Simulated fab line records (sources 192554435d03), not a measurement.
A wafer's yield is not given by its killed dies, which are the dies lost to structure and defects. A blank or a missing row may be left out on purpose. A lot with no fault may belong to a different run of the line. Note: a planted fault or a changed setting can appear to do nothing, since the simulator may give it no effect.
Which tool is to blame? ; flow n5_finfet ; 10 lots, 30 wafers sampled, at 1 step of a route of 1938

== WHAT EACH GAUGE READ, for each wafer ==
N5_BEOL_M4_RC_MEAS_101.
lot;measured;on;DIBL_N (mV/V)
L527;day 11 18:32;prober-01;36.0 36.1 35.8
L529;day 12 01:49;prober-02;33.4 37.6 34.8
L533;day 12 17:15;prober-02;37.5 38.5 37.3
L534;day 13 01:10;prober-01;35.9 33.2 36.0
L535;day 13 07:53;prober-01;32.6 34.1 34.0
L537;day 13 22:28;prober-01;34.8 34.8 34.4
L539;day 14 07:26;prober-02;38.0 36.2 36.5
L528;day 15 11:17;prober-02;36.1 36.3 34.5
L546;day 15 11:43;prober-01;35.7 34.8 34.3
L545;day 15 22:30;prober-01;34.6 33.5 33.9

== WHAT TOOL EACH LOT RAN ON (gives the tool, then ch and the chambers of the sampled wafers, and finally the start) ==
Before these readings, the record contains no process step.

== THE ANSWER, worked out from the rows above alone ==
Rule: the usual values come from the lots themselves. The widest of any qualifying gaps counts: lots, ordered by their means at a reading, are off when they make up no more than a third of the lots, leave a main group of 4 or more, and stand apart from it by 3 or more times the standard deviation of that group's means. Not used: any main group whose means are identical at the precision the tables above print for the reading. A lot without any number at a reading at which 4 lots or more have one is off too. The other lots that the step has rows for count as sound.
No lot is off at any reading shown: from this, nothing can be told.

== WHAT THE SIMULATOR HAD INSERTED ==
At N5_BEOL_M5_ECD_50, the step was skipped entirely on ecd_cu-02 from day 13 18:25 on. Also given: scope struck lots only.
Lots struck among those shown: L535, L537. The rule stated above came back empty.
